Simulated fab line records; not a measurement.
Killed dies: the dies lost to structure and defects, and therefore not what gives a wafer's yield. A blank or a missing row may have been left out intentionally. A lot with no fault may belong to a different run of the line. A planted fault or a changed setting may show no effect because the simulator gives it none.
Chamber matching || flow n5-finfet || N5_GATE_CUT_SAC_CAP_01 on ald-sin-03: 4 sister chambers
The step material SiNx, target thk 24 nm, pulse time 1 s, ald cycles 480. 18 wafers are shown with their chamber, then 9 later ones without.

## WAFERS, EACH WITH ITS CHAMBER
{"wafer": "L077.1", "chamber": 1, "heater-power-w (W)": 857, "precursor-pulse-height-rel": 1.023}
{"wafer": "L077.2", "chamber": 2, "heater-power-w (W)": 918, "precursor-pulse-height-rel": 0.998}
{"wafer": "L077.3", "chamber": 3, "heater-power-w (W)": 852, "precursor-pulse-height-rel": 1.014}
{"wafer": "L077.4", "chamber": 0, "heater-power-w (W)": 883, "precursor-pulse-height-rel": 0.981}
{"wafer": "L077.5", "chamber": 1, "heater-power-w (W)": 870, "precursor-pulse-height-rel": 1.000}
{"wafer": "L077.6", "chamber": 2, "heater-power-w (W)": 918, "precursor-pulse-height-rel": 0.982}
{"wafer": "L078.1", "chamber": 1, "heater-power-w (W)": 857, "precursor-pulse-height-rel": 1.005}
{"wafer": "L078.2", "chamber": 2, "heater-power-w (W)": 915, "precursor-pulse-height-rel": 1.012}
{"wafer": "L078.5", "chamber": 0, "heater-power-w (W)": 861, "precursor-pulse-height-rel": 0.995}
{"wafer": "L084.2", "chamber": 0, "heater-power-w (W)": 902, "precursor-pulse-height-rel": 1.029}
{"wafer": "L084.5", "chamber": 0, "heater-power-w (W)": 897, "precursor-pulse-height-rel": 0.980}
{"wafer": "L084.6", "chamber": 1, "heater-power-w (W)": 855, "precursor-pulse-height-rel": 1.013}
{"wafer": "L088.1", "chamber": 3, "heater-power-w (W)": 825, "precursor-pulse-height-rel": 1.012}
{"wafer": "L088.2", "chamber": 1, "heater-power-w (W)": 861, "precursor-pulse-height-rel": 1.010}
{"wafer": "L088.4", "chamber": 0, "heater-power-w (W)": 869, "precursor-pulse-height-rel": 1.029}
{"wafer": "L090.3", "chamber": 0, "heater-power-w (W)": 883, "precursor-pulse-height-rel": 0.993}
{"wafer": "L090.5", "chamber": 1, "heater-power-w (W)": 857, "precursor-pulse-height-rel": 0.983}
{"wafer": "L090.6", "chamber": 2, "heater-power-w (W)": 907, "precursor-pulse-height-rel": 0.979}

SIGNATURES, as means of the wafers listed above
{"reading": "heater-power-w", "chamber 0": 882.50, "chamber 1": 859.50, "chamber 2": 914.50, "chamber 3": 838.50, "scatter within a chamber": 11.4}
{"reading": "precursor-pulse-height-rel", "chamber 0": 1.00117, "chamber 1": 1.00567, "chamber 2": 0.99275, "chamber 3": 1.01300, "scatter within a chamber": 0.0172}
Rule: a wafer lies at a distance from a chamber equal to the root of the sum of squares, over the readings, of (its reading less the chamber's mean, divided by the reading's scatter). If the next closest chamber is less than 2 further off than the closest, the wafer can't be placed; otherwise it belongs to the closest. The scatter is the square root of a quotient: the sum, over the shown wafers, of each reading's squared deviation from its chamber's mean, divided by wafers minus chambers.

## WAFERS WITH NO CHAMBER GIVEN
{"wafer": "L091.1", "heater-power-w (W)": 896, "precursor-pulse-height-rel": 1.012}
{"wafer": "L091.4", "heater-power-w (W)": 868, "precursor-pulse-height-rel": 1.007}
{"wafer": "L091.5", "heater-power-w (W)": 907, "precursor-pulse-height-rel": 1.004}
{"wafer": "L093.2", "heater-power-w (W)": 863, "precursor-pulse-height-rel": 1.016}
{"wafer": "L093.3", "heater-power-w (W)": 938, "precursor-pulse-height-rel": 0.968}
{"wafer": "L093.4", "heater-power-w (W)": 911, "precursor-pulse-height-rel": 1.000}
{"wafer": "L096.1", "heater-power-w (W)": 887, "precursor-pulse-height-rel": 1.014}
{"wafer": "L096.5", "heater-power-w (W)": 875, "precursor-pulse-height-rel": 1.001}
{"wafer": "L096.6", "heater-power-w (W)": 852, "precursor-pulse-height-rel": 1.018}

## CHAMBER TAKEN BY EACH
{"wafer": "L091.1", "from the rows above": "can't be placed: 0 or 2 or 1", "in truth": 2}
{"wafer": "L091.4", "from the rows above": "can't be placed: 1 or 0 or 3", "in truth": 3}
{"wafer": "L091.5", "from the rows above": "can't be placed: 2 or 0", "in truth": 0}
{"wafer": "L093.2", "from the rows above": "can't be placed: 1 or 0 or 3", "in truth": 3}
{"wafer": "L093.3", "from the rows above": 2, "in truth": 2}
{"wafer": "L093.4", "from the rows above": "can't be placed: 2 or 0", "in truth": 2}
{"wafer": "L096.1", "from the rows above": "can't be placed: 0 or 1 or 2", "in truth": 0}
{"wafer": "L096.5", "from the rows above": "can't be placed: 0 or 1", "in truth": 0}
{"wafer": "L096.6", "from the rows above": "can't be placed: 1 or 3 or 0", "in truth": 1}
Placed correctly: 1 of 9. Unplaceable from these rows: 8, with the true chamber sitting among the candidates in 8. 0 placed wrongly.
